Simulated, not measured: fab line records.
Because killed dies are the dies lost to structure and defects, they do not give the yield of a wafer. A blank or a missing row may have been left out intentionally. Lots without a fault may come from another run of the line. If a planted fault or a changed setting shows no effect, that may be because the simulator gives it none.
2 desks looking at one fault	flow n5-finfet	numbers are kept per desk, each desk with only its own; the story behind them comes last

TOOL OWNER'S DESK, ald-sin-01
The tool's own readings at N5_SPACER0_ALD_00 (deposits SiOCN, target thk 3.5 nm, pulse time 3 s, purge time 2 s): means of the sampled wafers that have a number, for each lot that ran on this tool. A lot is out of limits, marked OUT, if its mean lies more than 4 standard deviations from the usual mean; the brackets give that distance.
Columns: A = heater-power-w at N5_SPACER0_ALD_00, usual 805 W; B = precursor-pulse-height-rel at N5_SPACER0_ALD_00, usual 1.001
lot	first seen here	A	B
L141	day 4 23:30	804	1.037
L142	day 5 07:19	794	0.994
L143	day 5 13:13	833	0.993
L144	day 5 21:25	834	0.995
L146	day 6 05:19	833	0.999
L153	day 8 00:25	805	1.004
L155	day 8 12:02	852	1.003
Result from this desk: across the 7 lots, nothing is out of limits.

METROLOGY DESK
Means of the sampled wafers that have a number, per lot and without regard to the tool the lot ran on: this is what the gauges read. A lot is out of limits, marked OUT, if its mean lies more than 4 standard deviations from the usual mean; the brackets give that distance. Readings shown: 7 out of 12 (the first out of limits, and those lying furthest out on some lot).
Columns: A = IOFF_P at N5_BEOL_M4_RC_MEAS_101, usual 0.21 nA/um; B = ION_N at N5_BEOL_M4_RC_MEAS_101, usual 673 uA/um; C = ION_P at N5_BEOL_M4_RC_MEAS_101, usual 463 uA/um; D = REXT_N at N5_BEOL_M4_RC_MEAS_101, usual 75.5 ohm.um; E = REXT_P at N5_BEOL_M4_RC_MEAS_101, usual 100.3 ohm.um; F = VT_N at N5_BEOL_M4_RC_MEAS_101, usual 250 mV; G = VT_P at N5_BEOL_M4_RC_MEAS_101, usual -250 mV
lot	first seen here	A	B	C	D	E	F	G
L135	day 7 22:12	0.27	677	471	76.7	102.1	247	-244
L138	day 9 03:32	0.27	690	474	74.0	95.2	247	-244
L141	day 10 00:13	0.18	659	458	74.9	103.9	253	-252
L142	day 10 00:21	0.24	671	460	74.5	99.8	248	-248
L143	day 10 05:59	0.22	679	465	75.6	104.9	250	-247
L144	day 10 16:44	0.17	668	457	73.4	100.5	251	-256
L146	day 11 05:10	0.18	671	459	77.1	102.6	250	-254
L148	day 11 13:51	0.20	677	463	74.7	101.7	248	-251
L153	day 12 21:56	0.13	637	438	80.3	109.2	258	-259
L155	day 14 09:05	0.16	649	444	83.4 (+5.6) OUT	105.2	258	-254
This desk reports L155 out of limits; the earliest was L155 at day 14 09:05 (REXT_N at N5_BEOL_M4_RC_MEAS_101). L135, L138, L141, L142, L143, L144, L146, L148, L153 stayed within limits.

TAKEN TOGETHER
At day 14 09:05 the metrology desk could have sounded an alarm, on L155.
Nothing out of limits was seen by the tool owner's desk.
On record at the tool owner's desk: L155, within its limits.
All the named lots went through N5_SPACER0_ALD_00 on ald-sin-01.

WHAT THE SIMULATOR HAD INSERTED
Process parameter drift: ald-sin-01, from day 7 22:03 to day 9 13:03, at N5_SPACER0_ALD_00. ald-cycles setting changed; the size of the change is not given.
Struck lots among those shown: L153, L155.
Hours from the fault's start to each desk's first reading out of limits: the metrology desk, 155.
